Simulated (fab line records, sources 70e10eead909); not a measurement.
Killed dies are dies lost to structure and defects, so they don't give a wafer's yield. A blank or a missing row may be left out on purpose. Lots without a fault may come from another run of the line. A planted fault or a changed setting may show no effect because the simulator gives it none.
Chamber matching | flow nand_harc | NHARC_A_CHANNEL_HOLE_D1_DESCUM_15 on rie_diel-08: 4 sister chambers
The step chemistry O2, time 3 s. 14 wafers are shown with their chamber, then 7 later ones without.

WAFERS WITH THEIR CHAMBER
wafer  | chamber | showerhead_plenum_p_Torr (Torr) | oes_product_au (a.u.) | throttle_valve_pct (%)
L606.1 | 1       | 1.84                            | 1.007                 | 11.308
L606.4 | 2       | 1.89                            | 0.988                 | 11.316
L606.6 | 1       | 1.84                            | 1.006                 | 11.315
L605.1 | 3       | 1.98                            | 0.985                 | 11.294
L605.2 | 0       | 1.87                            | 0.998                 | 11.302
L605.5 | 1       | 1.84                            | 1.004                 | 11.306
L614.1 | 0       | 1.86                            | 1.005                 | 11.325
L614.2 | 3       | 1.98                            | 1.008                 | 11.308
L614.4 | 1       | 1.84                            | 1.011                 | 11.305
L619.3 | 1       | 1.84                            | 1.001                 | 11.304
L619.5 | 3       | 1.98                            | 0.998                 | 11.321
L619.6 | 0       | 1.86                            | 1.000                 | 11.295
L620.2 | 3       | 1.98                            | 1.005                 | 11.309
L620.4 | 1       | 1.84                            | 1.006                 | 11.307

SIGNATURES (means of the wafers above)
reading                  | chamber 0 | chamber 1 | chamber 2 | chamber 3 | scatter within a chamber
showerhead_plenum_p_Torr | 1.8633    | 1.8400    | 1.8900    | 1.9800    | 0.00258
oes_product_au           | 1.00100   | 1.00583   | 0.98800   | 0.99900   | 0.00628
throttle_valve_pct       | 11.30733  | 11.30750  | 11.31600  | 11.30800  | 0.00968
Rule: a wafer's distance from a chamber is the root of the sum, over the readings, of the square of ((its reading less the chamber's mean) divided by the reading's scatter). The wafer belongs to the nearest chamber; if the next one is less than 2 further off, it can't be placed. The scatter: the root of (the sum of the squares of (reading less its chamber's mean) over the shown wafers, divided by (wafers less chambers)).

WAFERS WITHOUT THEIR CHAMBER
wafer  | showerhead_plenum_p_Torr (Torr) | oes_product_au (a.u.) | throttle_valve_pct (%)
L620.5 | 1.84                            | 1.006                 | 11.330
L621.2 | 1.84                            | 1.013                 | 11.303
L621.5 | 1.88                            | 1.008                 | 11.310
L621.6 | 1.98                            | 1.006                 | 11.303
L623.1 | 1.88                            | 1.010                 | 11.315
L623.4 | 1.84                            | 1.002                 | 11.312
L623.6 | 1.97                            | 1.003                 | 11.318

WHICH CHAMBER EACH WENT THROUGH
wafer  | from the rows above     | in truth
L620.5 | 1                       | 1
L621.2 | 1                       | 1
L621.5 | can't be placed: 2 or 0 | 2
L621.6 | 3                       | 3
L623.1 | can't be placed: 2 or 0 | 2
L623.4 | 1                       | 1
L623.6 | 3                       | 3
Placed correctly: 5 of 7. Can't be placed from these rows: 2 (the true chamber is among the candidates in 2). Placed wrongly: 0.
